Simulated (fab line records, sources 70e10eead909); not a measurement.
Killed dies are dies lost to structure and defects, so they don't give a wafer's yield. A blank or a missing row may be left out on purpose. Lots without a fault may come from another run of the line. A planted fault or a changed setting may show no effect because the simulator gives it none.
Chamber matching | flow nand_harc | NHARC_A_CHANNEL_FILL_D1_CMP_10 on cmp-01: 4 sister chambers
The step polishes, target thk 150 nm. 8 wafers are shown with their chamber, then 7 later ones without.

WAFERS WITH THEIR CHAMBER
wafer  | chamber | motor_current_A (A) | time_to_endpoint_s (s)
L079.2 | 3       | 12.0                | 15.3
L079.3 | 1       | 12.2                | 15.8
L079.4 | 2       | 12.6                | 17.0
L083.2 | 3       | 11.7                | 12.9
L083.3 | 2       | 12.1                | 13.8
L083.4 | 0       | 11.5                | 18.7
L085.2 | 0       | 11.1                | 18.2
L085.3 | 1       | 11.7                | 16.3

WAFERS WITHOUT THEIR CHAMBER
wafer  | motor_current_A (A) | time_to_endpoint_s (s)
L085.5 | 11.3                | 20.2
L097.1 | 12.2                | 17.6
L097.2 | 11.8                | 16.8
L097.4 | 11.3                | 22.2
L096.2 | 11.7                | 15.3
L096.3 | 13.0                | 15.5
L096.6 | 12.6                | 15.1

WHICH CHAMBER EACH WENT THROUGH
wafer  | from the rows above               | in truth
L085.5 | 0                                 | 0
L097.1 | can't be placed: 1 or 2 or 3 or 0 | 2
L097.2 | can't be placed: 1 or 3 or 0 or 2 | 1
L097.4 | 0                                 | 0
L096.2 | can't be placed: 3 or 1 or 2 or 0 | 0
L096.3 | can't be placed: 2 or 1 or 3      | 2
L096.6 | can't be placed: 2 or 1 or 3      | 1
Placed correctly: 2 of 7. Can't be placed from these rows: 5 (the true chamber is among the candidates in 5). Placed wrongly: 0.
How it was worked out, from the rows above alone: a wafer's distance from a chamber is the root of the sum, over the readings, of the square of ((its reading less the chamber's mean) divided by the reading's scatter). The wafer belongs to the nearest chamber; if the next one is less than 2 further off, it can't be placed. A chamber's mean is the mean of its shown wafers. The scatter: the root of (the sum of the squares of (reading less its chamber's mean) over the shown wafers, divided by (wafers less chambers)).
